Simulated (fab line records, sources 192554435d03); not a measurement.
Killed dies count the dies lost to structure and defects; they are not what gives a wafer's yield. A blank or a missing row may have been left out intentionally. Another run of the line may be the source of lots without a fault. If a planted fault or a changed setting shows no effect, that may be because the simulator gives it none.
fab line records    flow n5_finfet
record: lots: 11  wafers: 32  last_day: 18
route steps=1938 shown WELL_APT@48 PMOS_HMC_CHANNEL_EPI@65 BEOL_M4@1111 PASSIVATION@1936
lots that met no fault: taken from a fault-free run of the same line
start_h: the number of hours between the record's first day and the start of the first shown wafer of the lot    wait_h: how many hours have passed since the lot's step before this one    " the same as in the row above    L1.1+2: a single row standing in for several wafers    - value missing, or start not given    * or withheld: withheld    < > ~ a bound
route shown NAME@n: NAME is a module with steps in the file, n the number in the route of the first one    usual: mean/standard deviation of fault-free wafers    same: alike in all rows    chamber/n: place in a boat    sites: the reading at each site    _std_site: the standard deviation of these    _edge_site: the outer-site mean with the inner-site mean subtracted    radius_mm: for every site, how far away it sits from the centre of the wafer    mask NAME#n: copy n    behind: the tool/chamber that last shaped the wafer    hold: the reason the lot was held/the length of the hold in hours/how it ended    device: names the non-switching transistor (n, p or np)    end of line: tests run on the same wafers once the route is complete    a step with no rows: only its recipe    killed: count of dies lost to structure and defects at first sort (not the wafer's yield)    map: the dies of a wafer, with x for killed, . for not killed, _ for no die there
set.NAME: setting as actually run; set.NAME@STEP: the setting as run at that earlier step    model.NAME: the simulator's own value behind a step, which no gauge read
a sample of lots followed through the steps of the route, with each step as a table and each wafer as a row
services: from which hour (start_h, from the record's first day; less than 0 if before it) a tool's chamber was out of use, for how many hours, and why
== steps ==
step: N5_WELL_APT_IMPLANT_32
recipe: species: BF2  energy_kev: 50  dose_cm2: 2e+13  tilt_deg: 0  rotation_deg: 0
usual: beam_energy_keV: 50.001/0.015
lot.wafer  tool          chamber  start_h  wait_h  beam_energy_keV
L921.2     implanter-01  0        15.34    0.1     49.999
L921.3     "             0        "        "       50.017
L921.4     "             0        "        "       50.016
L922.1     implanter-01  0        21.59    0.1     49.997
L922.4     "             0        "        "       50.017
L922.6     "             0        "        "       49.990
L923.2     implanter-02  0        27.62    0.1     50.019
L923.3     "             0        "        "       50.029
L923.5     "             0        "        "       49.996
L924.2     implanter-01  0        33.37    0.1     50.005
L924.4     "             0        "        "       50.000
L924.5     "             0        "        "       49.987
L925.2     implanter-02  0        39.14    0.1     49.984
L925.5     "             0        "        "       49.996
L925.6     "             0        "        "       49.980
L931.3     implanter-01  0        76.14    0.1     41.194
L931.4     "             0        "        "       41.220
L931.6     "             0        "        "       41.235
L932.2     implanter-01  0        81.46    0.1     41.229
L932.4     "             0        "        "       41.223
L932.6     "             0        "        "       41.224
L937.1     implanter-02  0        111.56   0.1     49.986
L937.2     "             0        "        "       49.962
L937.3     "             0        "        "       49.970
L939.4     implanter-02  0        123.41   0.1     49.988
L939.5     "             0        "        "       50.027
L939.6     "             0        "        "       49.996
L941.3     implanter-02  0        135.81   0.1     50.023
L941.4     "             0        "        "       50.021
L941.6     "             0        "        "       50.011
L944.1     implanter-01  0        153.45   0.1     49.988
L944.4     "             0        "        "       49.967
step: N5_WELL_APT_INSPECT_38
recipe: inspect_instrument: darkfield  mode: post_epi
usual: raw_defect_count: 13/5
lot.wafer  tool               chamber  start_h  wait_h  raw_defect_count
L921.2     defect_inspect-01  -        16.67    0.4     9
L921.3     "                  -        "        "       14
L921.4     "                  -        "        "       19
L922.1     defect_inspect-01  -        22.95    0.5     9
L922.4     "                  -        "        "       16
L922.6     "                  -        "        "       29
L923.2     defect_inspect-01  -        29.57    0.7     11
L923.3     "                  -        "        "       11
L923.5     "                  -        "        "       11
L924.2     defect_inspect-02  -        34.97    0.4     25
L924.4     "                  -        "        "       17
L924.5     "                  -        "        "       17
L925.2     defect_inspect-02  -        41.29    1.0     16
L925.5     "                  -        "        "       7
L925.6     "                  -        "        "       11
L931.3     defect_inspect-02  -        77.65    0.4     9
L931.4     "                  -        "        "       9
L931.6     "                  -        "        "       18
L932.2     defect_inspect-01  -        82.89    0.4     15
L932.4     "                  -        "        "       8
L932.6     "                  -        "        "       19
L937.1     defect_inspect-02  -        112.92   0.5     11
L937.2     "                  -        "        "       14
L937.3     "                  -        "        "       17
L939.4     defect_inspect-01  -        124.68   0.2     19
L939.5     "                  -        "        "       16
L939.6     "                  -        "        "       11
L941.3     defect_inspect-02  -        137.14   0.4     10
L941.4     "                  -        "        "       2
L941.6     "                  -        "        "       9
L944.1     defect_inspect-01  -        154.83   0.5     10
L944.4     "                  -        "        "       12
step: N5_PMOS_HMC_CHANNEL_EPI_CD_MEAS_09
recipe: target_cd_nm: 237.4  landing_energy_ev: 500  detector: se_inlens
usual: cd_nm: 237.1/0.9
lot.wafer  tool       chamber  start_h  wait_h  cd_nm
L921.2     cd_sem-01  0        16.99    -       236.5
L921.3     "          0        "        "       235.9
L921.4     "          0        "        "       236.9
L922.1     cd_sem-03  0        23.39    -       236.0
L922.4     "          0        "        "       237.4
L922.6     "          0        "        "       236.8
L923.2     cd_sem-03  0        30.02    -       237.7
L923.3     "          0        "        "       238.2
L923.5     "          0        "        "       237.6
L924.2     cd_sem-02  0        35.29    -       237.2
L924.4     "          0        "        "       237.7
L924.5     "          0        "        "       236.5
L925.2     cd_sem-02  0        41.75    -       237.9
L925.5     "          0        "        "       237.4
L925.6     "          0        "        "       237.4
L931.3     cd_sem-01  0        77.96    -       236.5
L931.4     "          0        "        "       236.6
L931.6     "          0        "        "       236.0
L932.2     cd_sem-01  0        83.33    -       238.8
L932.4     "          0        "        "       239.9
L932.6     "          0        "        "       239.6
L937.1     cd_sem-01  0        113.37   -       237.2
L937.2     "          0        "        "       237.8
L937.3     "          0        "        "       237.6
L939.4     cd_sem-02  0        125.18   -       237.5
L939.5     "          0        "        "       237.4
L939.6     "          0        "        "       236.7
L941.3     cd_sem-01  0        137.58   -       236.2
L941.4     "          0        "        "       237.4
L941.6     "          0        "        "       237.5
L944.1     cd_sem-01  0        155.27   -       237.9
L944.4     "          0        "        "       236.7
step: N5_PMOS_HMC_CHANNEL_EPI_INSPECT_11
recipe: mode: adi  inspect_instrument: macro
usual: raw_defect_count: 2.0/1.5
lot.wafer  tool               chamber  start_h  wait_h  raw_defect_count
L921.2     defect_inspect-01  -        17.07    0.0     1
L921.3     "                  -        "        "       0
L921.4     "                  -        "        "       3
L922.1     defect_inspect-01  -        23.45    0.0     2
L922.4     "                  -        "        "       5
L922.6     "                  -        "        "       4
L923.2     defect_inspect-01  -        30.08    0.0     3
L923.3     "                  -        "        "       0
L923.5     "                  -        "        "       4
L924.2     defect_inspect-02  -        35.34    0.0     1
L924.4     "                  -        "        "       4
L924.5     "                  -        "        "       3
L925.2     defect_inspect-02  -        41.80    0.0     2
L925.5     "                  -        "        "       0
L925.6     "                  -        "        "       0
L931.3     defect_inspect-02  -        78.02    0.0     3
L931.4     "                  -        "        "       6
L931.6     "                  -        "        "       4
L932.2     defect_inspect-01  -        83.39    0.0     3
L932.4     "                  -        "        "       2
L932.6     "                  -        "        "       3
L937.1     defect_inspect-01  -        113.42   0.0     1
L937.2     "                  -        "        "       2
L937.3     "                  -        "        "       1
L939.4     defect_inspect-02  -        125.23   0.0     2
L939.5     "                  -        "        "       2
L939.6     "                  -        "        "       2
L941.3     defect_inspect-02  -        137.63   0.0     0
L941.4     "                  -        "        "       3
L941.6     "                  -        "        "       3
L944.1     defect_inspect-02  -        155.33   0.0     4
L944.4     "                  -        "        "       3
step: N5_BEOL_M4_RC_MEAS_101
usual: CJ_N: 4.32/0.07  DIBL_N: 35.8/1.5  DIBL_P: 35.9/1.8  IOFF_N: 0.152/0.025  IOFF_P: 0.21/0.031  ION_N: 672/11  ION_P: 462/7.4  RS_PWELL: 3004/27  SS_N: 71.5/0.52  SS_P: 73.2/0.54  VT_N: 250/3  VT_P: -250/3.3
lot.wafer  tool       chamber  start_h  wait_h  CJ_N  DIBL_N[mV/V]  DIBL_P[mV/V]  IOFF_N[nA/um]  IOFF_P[nA/um]  ION_N[uA/um]  ION_P[uA/um]  RS_PWELL[ohm/sq]  SS_N[mV/dec]  SS_P[mV/dec]  VT_N[mV]  VT_P[mV]
L922.1     prober-01  0        166.18   0.0     4.27  35.7          36.5          0.146          0.19           670           454           3028              72.9          72.9          251       -253
L922.4     "          0        "        "       4.34  38.0          38.4          0.192          0.21           672           457           3044              73.0          73.7          250       -249
L922.6     "          0        "        "       4.47  37.1          37.1          0.176          0.20           682           455           3020              72.7          73.0          251       -249
L921.2     prober-02  0        172.02   0.2     4.35  37.7          37.6          0.168          0.25           681           470           2963              71.9          73.4          250       -247
L921.3     "          0        "        "       4.29  35.8          35.2          0.146          0.20           669           463           2985              71.5          73.2          250       -248
L921.4     "          0        "        "       4.28  35.6          36.1          0.145          0.22           672           472           3017              71.4          72.5          251       -248
L924.2     prober-01  0        178.69   0.2     4.37  34.4          31.2          0.096          0.13           655           449           3025              70.5          72.3          261       -260
L924.4     "          0        "        "       4.38  37.0          34.5          0.137          0.18           672           458           2987              71.1          73.2          253       -254
L924.5     "          0        "        "       4.37  36.8          34.3          0.137          0.18           669           458           2995              71.2          73.1          251       -255
L923.2     prober-02  0        178.93   0.2     4.37  37.5          36.4          0.161          0.23           675           467           3010              71.4          73.3          249       -247
L923.3     "          0        "        "       4.35  38.5          38.3          0.195          0.27           690           474           3020              72.0          73.9          244       -245
L923.5     "          0        "        "       4.19  35.5          34.8          0.131          0.20           665           465           2996              71.7          73.3          251       -248
L925.2     prober-01  0        199.76   0.2     4.27  33.9          34.8          0.122          0.16           670           457           2948              70.9          72.9          250       -254
L925.5     "          0        "        "       4.32  34.9          35.9          0.143          0.17           674           452           2952              70.7          73.0          251       -252
L925.6     "          0        "        "       4.22  34.1          35.4          0.125          0.16           665           459           2985              71.5          72.6          251       -256
L931.3     prober-01  0        239.52   0.3     5.01  37.6          35.5          0.144          0.21           667           458           3111              71.2          73.0          250       -247
L931.4     "          0        "        "       5.09  37.4          35.1          0.145          0.21           664           459           3117              72.0          72.7          254       -249
L931.6     "          0        "        "       5.03  37.4          34.9          0.139          0.20           660           451           3113              71.8          73.3          255       -250
L932.2     prober-02  0        240.07   0.2     5.05  34.7          33.4          0.134          0.19           661           457           3143              71.3          73.3          251       -251
L932.4     "          0        "        "       5.04  36.3          35.2          0.162          0.21           679           466           3139              72.0          72.9          251       -246
L932.6     "          0        "        "       5.03  35.7          34.6          0.147          0.20           668           462           3160              70.8          73.4          251       -248
L937.1     prober-01  0        263.71   0.0     4.41  37.7          38.6          0.218          0.29           700           484           3021              72.0          74.3          244       -243
L937.2     "          0        "        "       4.38  36.0          35.8          0.172          0.23           676           465           3008              71.6          72.8          245       -248
L937.3     "          0        "        "       4.27  36.5          38.0          0.196          0.28           706           489           3012              72.4          73.7          245       -243
L939.4     prober-02  0        271.90   0.5     4.39  35.5          37.1          0.182          0.24           682           460           2993              71.9          73.3          247       -247
L939.5     "          0        "        "       4.32  34.3          37.2          0.175          0.24           694           471           2957              71.1          72.5          245       -250
L939.6     "          0        "        "       4.32  34.1          36.0          0.154          0.21           675           460           2963              71.2          72.7          250       -248
L941.3     prober-01  0        289.49   0.3     4.26  34.0          34.4          0.141          0.21           664           463           3030              72.0          73.1          252       -247
L941.4     "          0        "        "       4.24  33.5          34.2          0.127          0.20           648           457           3024              70.8          72.4          253       -247
L941.6     "          0        "        "       4.34  34.8          36.0          0.159          0.24           689           473           3034              71.4          73.4          249       -246
L944.1     prober-02  0        321.00   0.0     4.29  35.6          35.7          0.151          0.21           666           465           2944              71.9          73.4          251       -251
L944.4     "          0        "        "       4.30  35.0          34.9          0.137          0.19           675           472           2977              71.3          72.8          256       -253
step: N5_PASSIVATION_PROBE_49
usual: defect_limited_yield: 91.7/1.7  killed_at_M0_to_M3: 34/10  killed_at_M4_up: 13/5.1  killed_at_contacts: 12/6.2  killed_at_front_end: 36/12  killed_at_other: 3.2/2.6  killed_dies: 98/20  killed_open: 65/13  killed_short: 32/8.4  sort_bin_5_function: 4.8/1.1  sort_bin_6_memory: 3.2/0.74  sort_n_pass: 1082/20  sort_yield_pct: 91.7/1.7
same: gross_dies: 1180  killed_at_back_side: 0  sort_bin_4_leakage[%]: 0  sort_bin_8_speed[%]: 0
lot.wafer  tool       chamber  start_h  wait_h  defect_limited_yield[%]  killed_at_M0_to_M3  killed_at_M4_up  killed_at_contacts  killed_at_front_end  killed_at_other  killed_dies  killed_open  killed_short  sort_bin_5_function[%]  sort_bin_6_memory[%]  sort_n_pass  sort_yield_pct[%]
L932.2     prober-01  -        340.47   0.1     90.6                     31                  23               14                  43                   0                111          70           31            5.1                     3.4                   1069         90.6
killed by level:class
L932.2 MOL_CONTACT_COAG:geometric_particle:open=12 BEOL_M2:geometric_particle:open=10 HKMG_FIN:area_etch=10 FIN_SAQP:geometric_particle:short=8 BEOL_M5:geometric_particle:open=8 BEOL_M0_SAQP:geometric_particle:short=6 BEOL_M4:geometric_particle:open=6 FIN_SAQP:geometric_particle:open=5
== services ==
tool          chamber  start_h  hours  kind
implanter-01  -        67.17    1.6    repair
== key ==
first_sign: step: N5_WELL_APT_IMPLANT_32  reading: beam_energy_keV  direction: down  sigmas: 99+  usual: 50.001  struck: 41.221
effect: step: N5_BEOL_M4_RC_MEAS_101  reading: CJ_N  direction: up  sigmas: 10  usual: 4.32  struck: 5.04
effect: step: N5_BEOL_M4_RC_MEAS_101  reading: RS_PWELL  direction: up  sigmas: 4.7  usual: 3004  struck: 3130
met_at N5_WELL_APT_IMPLANT_32
struck_lots L931,L932
baseline_loss: step: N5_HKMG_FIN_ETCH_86  wafers: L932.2
not_acting_at N5_WELL_APT_INSPECT_38,N5_PMOS_HMC_CHANNEL_EPI_CD_MEAS_09,N5_PMOS_HMC_CHANNEL_EPI_INSPECT_11
onset_between 33.37 76.14
fault: kind: process_parameter_drift  tool: implanter-01  chamber: -  onset_h: 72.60  steps: N5_WELL_APT_IMPLANT_32  channel: energy_kev  offset: -8.7893  shape: step  end_h: 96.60  acts_in: these_recipes_only  stated: 50
baseline_loss: these wafers lose ten dies or more at that step, a loss of the line's own and not of a fault; the sort's usual values leave them out
